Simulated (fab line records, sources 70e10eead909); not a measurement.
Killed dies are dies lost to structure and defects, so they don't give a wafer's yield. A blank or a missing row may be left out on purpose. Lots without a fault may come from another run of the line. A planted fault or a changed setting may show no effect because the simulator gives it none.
fab line records | flow nand_harc
record lots=13 wafers=39 last_day=33
route steps=1302 shown A_SLIT@924 A_WL_FILL@966 A_CONTACT@983
lots that met no fault: from a run of the same line without faults
start_h: hours from the record's first day to the start of the lot's first wafer shown | wait_h: hours since the lot's step before | " the same as in the row above | L1.1+2: a row that stands for several wafers | - no value, or no start given | * or withheld: withheld | < > ~ a bound
route shown NAME@n: a module of which the file shows steps, and the number in the route of the first | usual: mean/standard deviation of fault-free wafers | same: alike in all rows | chamber/n: place in a boat | sites: the reading at each site | _std_site: their standard deviation | _edge_site: outer sites' mean less inner sites' | radius_mm: how far each site lies from the wafer's centre | mask NAME#n: copy n | behind: the tool/chamber that last shaped the wafer | hold: why the lot was held/for how many hours/how that ended | device: the transistor (n, p or np) that didn't switch | end of line: the same wafers' tests at the end of the route | a step without rows: its recipe alone | killed: dies lost to structure and defects at the first sort, not the wafer's yield | map: a wafer's dies, x killed, . not, _ none there
set.NAME: the setting as run; set.NAME@STEP: as run at that earlier step | model.NAME: the simulator's own value behind a step, which no gauge read
steps of the route over a sample of lots; a table a step, a row a wafer
services: from which hour (start_h, from the record's first day; less than 0 if before it) a tool's chamber was out of use, for how many hours, and why
## steps
# step NHARC_A_SLIT_DEP_23
# recipe target_thk_a=1000 target_thk_nm=100 temp_c=400 pressure_torr=3.5 flow_sccm=200 rf_w=350 material=SiON
# usual heater_power_w=799/120
# columns lot.wafer tool chamber start_h wait_h heater_power_w
L568.2 pecvd-01 0 459.57 2.5 603
L568.3 " 1 " " 911
L568.5 " 2 " " 906
L570.3 pecvd-04 0 468.04 1.9 776
L570.1 " 1 " " 884
L570.4 " 1 " " 865
L569.2 pecvd-02 0 468.04 2.5 749
L569.6 " 0 " " 729
L569.4 " 1 " " 566
L567.1 pecvd-01 0 468.23 3.2 748
L567.5 " 1 " " 866
L567.6 " 2 " " 922
L571.2 pecvd-04 0 486.75 2.5 704
L571.1 " 1 " " 912
L571.5 " 2 " " 990
L576.2 pecvd-04 1 544.63 2.5 767
L576.4 " 1 " " 817
L576.6 " 2 " " 981
L578.2 pecvd-02 2 544.70 2.5 712
L578.4 " 1 " " 608
L578.6 " 0 " " 761
L577.3 pecvd-04 0 545.84 1.9 776
L577.4 " 0 " " 784
L577.5 " 1 " " 957
L579.3 pecvd-02 0 573.97 1.9 769
L579.5 " 1 " " 605
L579.6 " 2 " " 765
L580.3 pecvd-04 2 596.12 1.9 973
L580.2 " 0 " " 773
L580.4 " 2 " " 933
L587.1 pecvd-02 0 646.59 3.2 787
L587.2 " 1 " " 607
L587.6 " 0 " " 776
L588.3 pecvd-01 2 654.42 1.9 898
L588.6 " 0 " " 700
L588.4 " 1 " " 925
L590.3 pecvd-02 2 686.15 1.9 667
L590.4 " 0 " " 808
L590.5 " 2 " " 691
# step NHARC_A_WL_FILL_ETCHBACK_16
# recipe target_depth_a=1200 time_s=24 c4f8_flow_sccm=withheld o2_flow_sccm=8 ar_flow_sccm=withheld rf_w=600 bias_w=800 chemistry=C4F8/O2/Ar
# usual oes_product_au=0.98/0.031 rf_vpp_V=724.0/2.6
# columns lot.wafer tool chamber start_h wait_h oes_product_au rf_hours_counter_h rf_vpp_V
L568.2 rie_diel-05 2 485.23 - 0.99 4.4 723.2
L568.3 " 3 " " 0.99 4.0 727.1
L568.5 " 2 " " 0.99 - 721.6
L570.3 rie_diel-04 2 496.39 - 0.97 3.3 726.1
L570.4 " 3 " " 0.99 3.5 723.6
L570.1 " 0 " " 0.99 3.3 722.0
L569.2 rie_diel-05 3 496.42 - 0.92 4.2 726.0
L569.4 " 0 " " 0.93 3.5 721.0
L569.6 " 1 " " 0.93 - 726.9
L567.1 rie_diel-01 2 496.44 - 0.98 3.4 725.9
L567.5 " 2 " " 0.97 - 724.2
L567.6 " 3 " " 0.96 - 725.4
L571.2 rie_diel-01 1 511.81 - 1.00 3.8 725.3
L571.1 " 3 " " 1.00 4.6 725.4
L571.5 " 1 " " 1.00 - 726.0
L576.4 rie_diel-04 3 570.35 - 0.97 0.8 724.0
L576.2 " 0 " " 0.92 0.1 723.5
L576.6 " 0 " " 0.93 - 722.4
L577.3 rie_diel-04 1 576.46 - 1.00 0.9 720.9
L577.4 " 3 " " 0.99 0.8 722.8
L577.5 " 0 " " 0.99 - 723.5
L578.2 rie_diel-04 0 579.44 - 0.98 0.2 721.7
L578.4 " 3 " " 0.98 0.8 724.0
L578.6 " 1 " " 1.00 - 721.1
L579.3 rie_diel-04 3 600.55 - 1.00 1.6 725.5
L579.5 " 1 " " 1.01 - 719.7
L579.6 " 2 " " 1.01 - 725.4
L580.2 rie_diel-04 0 628.60 - 1.01 1.8 724.0
L580.4 " 1 " " 1.00 3.0 718.7
L580.3 " 2 " " 1.00 2.9 725.8
L587.1 rie_diel-05 0 677.06 - 1.02 4.5 722.2
L587.2 " 1 " " 1.01 4.9 726.5
L587.6 " 1 " " 1.00 - 724.3
L588.3 rie_diel-04 0 682.46 - 0.57 3.2 722.5
L588.4 " 1 " " 0.92 4.3 719.2
L588.6 " 0 " " 0.56 - 722.0
L590.3 rie_diel-01 3 714.81 - 0.91 3.8 725.4
L590.4 " 0 " " 0.93 3.8 727.7
L590.5 " 2 " " 0.92 - 724.6
# step NHARC_A_WL_FILL_INSPECT_15
# usual raw_defect_count=511/140
# columns lot.wafer tool chamber start_h wait_h raw_defect_count
L568.2 defect_inspect-01 - 491.77 0.0 537
L568.3 " - " " 625
L568.5 " - " " 463
L569.2 defect_inspect-02 - 502.91 0.0 418
L569.4 " - " " 432
L569.6 " - " " 346
L567.1 defect_inspect-01 - 502.92 0.0 367
L567.5 " - " " 536
L567.6 " - " " 422
L570.1 defect_inspect-01 - 503.07 0.0 494
L570.3 " - " " 457
L570.4 " - " " 469
L571.1 defect_inspect-02 - 518.90 0.0 371
L571.2 " - " " 590
L571.5 " - " " 502
L576.2 defect_inspect-02 - 576.86 0.0 567
L576.4 " - " " 291
L576.6 " - " " 370
L577.3 defect_inspect-01 - 582.86 0.0 330
L577.4 " - " " 398
L577.5 " - " " 558
L578.2 defect_inspect-02 - 587.24 0.1 413
L578.4 " - " " 347
L578.6 " - " " 367
L579.3 defect_inspect-01 - 607.21 0.0 447
L579.5 " - " " 475
L579.6 " - " " 509
L580.2 defect_inspect-02 - 635.17 0.0 563
L580.3 " - " " 547
L580.4 " - " " 517
L587.1 defect_inspect-02 - 683.87 0.0 690
L587.2 " - " " 470
L587.6 " - " " 636
L588.3 defect_inspect-01 - 689.01 0.0 315
L588.4 " - " " 305
L588.6 " - " " 412
L590.3 defect_inspect-02 - 721.31 0.0 655
L590.4 " - " " 607
L590.5 " - " " 559
# step NHARC_A_CONTACT_DEP_24
# recipe target_thk_a=5000 temp_c=400 pressure_torr=6.5 rf_w=900 teos_flow_sccm=161.4 flow_sccm=2650 target_thk_nm=500 gas=O2 material=SiO2
# usual heater_power_w=627/85 throttle_valve_pct=16.1/0.52
# columns lot.wafer tool chamber start_h wait_h heater_power_w throttle_valve_pct
L568.2 pecvd-04 1 491.84 0.1 731 16.0
L568.3 " 0 " " 598 16.9
L568.5 " 2 " " 688 15.6
L569.2 pecvd-04 2 502.97 0.1 771 15.9
L569.4 " 2 " " 775 15.5
L569.6 " 1 " " 707 15.9
L567.1 pecvd-03 1 503.11 0.2 629 15.9
L567.6 " 2 " " 561 14.8
L567.5 " 1 " " 660 16.1
L570.1 pecvd-04 2 503.35 0.3 792 16.0
L570.3 " 0 " " 604 16.6
L570.4 " 2 " " 604 15.8
L571.2 pecvd-04 1 518.97 0.1 672 16.1
L571.1 " 0 " " 535 16.8
L571.5 " 0 " " 556 16.8
L576.2 pecvd-04 1 576.93 0.1 740 16.4
L576.6 " 1 " " 782 16.2
L576.4 " 0 " " 461 16.8
L577.3 pecvd-04 2 583.05 0.2 628 16.3
L577.4 " 0 " " 567 17.1
L577.5 " 2 " " 680 15.8
L578.2 pecvd-04 0 587.43 0.2 587 17.2
L578.6 " 1 " " 733 16.0
L578.4 " 2 " " 793 16.1
L579.3 pecvd-04 1 607.33 0.1 615 15.9
L579.5 " 1 " " 648 16.3
L579.6 " 2 " " 684 16.0
L580.3 pecvd-03 0 635.33 0.2 639 16.2
L580.2 " 2 " " 612 15.3
L580.4 " 0 " " 493 16.2
L587.2 pecvd-03 2 684.00 0.1 614 15.1
L587.1 " 0 " " 582 16.2
L587.6 " 0 " " 602 16.1
L588.4 pecvd-03 0 689.26 0.2 604 16.2
L590.3 pecvd-03 0 721.38 0.1 495 16.4
L590.5 " 0 " " 525 16.5
L590.4 " 1 " " 509 15.8
## services
# columns tool chamber start_h hours kind
rie_diel-01 2 442.00 9.8 repair
pecvd-04 - 450.29 13.0 pm
rie_diel-05 0 466.58 3.2 repair
pecvd-01 - 492.40 13.0 pm
rie_diel-04 - 531.91 9.0 pm
pecvd-03 - 547.24 13.0 pm
rie_diel-04 0 553.78 13.7 repair
rie_diel-01 - 557.80 9.0 pm
rie_diel-05 0 563.84 6.4 repair
pecvd-03 - 583.16 0.8 repair
rie_diel-05 - 583.60 9.0 pm
pecvd-02 - 589.37 13.0 pm
rie_diel-01 - 597.45 7.6 repair
pecvd-01 1 606.37 5.6 repair
pecvd-02 - 609.94 0.6 repair
rie_diel-04 - 613.56 0.2 repair
pecvd-03 0 615.00 9.3 repair
pecvd-04 - 631.29 13.0 pm
rie_diel-04 - 660.59 2.2 repair
pecvd-02 0 686.28 6.2 repair
pecvd-02 1 696.96 5.8 repair
pecvd-04 0 705.72 6.2 repair
rie_diel-04 - 708.91 9.0 pm
pecvd-04 - 714.32 2.2 repair
## key
first_sign step=NHARC_A_WL_FILL_ETCHBACK_16 reading=oes_product_au direction=down sigmas=14 usual=0.98 struck=0.56
effect none on later readings
met_at NHARC_A_WL_FILL_ETCHBACK_16
struck_lots L588
struck_wafers L588.3,L588.6
later_rows_left_out L588.3,L588.6
sort_left_out L588.3,L588.6
tester_left_out L588
not_acting_at NHARC_A_SLIT_DEP_23,NHARC_A_WL_FILL_INSPECT_15,NHARC_A_CONTACT_DEP_24
onset_between 628.60 682.46
fault kind=process_parameter_drift tool=rie_diel-04 chamber=0 onset_h=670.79 steps=NHARC_A_WL_FILL_ETCHBACK_16 channel=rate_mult offset=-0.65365 shape=step end_h=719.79
# tester_left_out: of these lots the tester's yield and bins aren't shown, on N5 and GAA mostly nor the transistor test; their killed dies are dies lost to structure and defects alone, not to doping, threshold or leakage, so they don't give the yield
# sort_left_out: the simulated sort isn't trusted on such a fault, so these wafers' sort isn't shown, and their yield isn't known
# later_rows_left_out: the simulator's readings of these wafers behind a module that went badly wrong aren't trusted and aren't shown, but for the sort
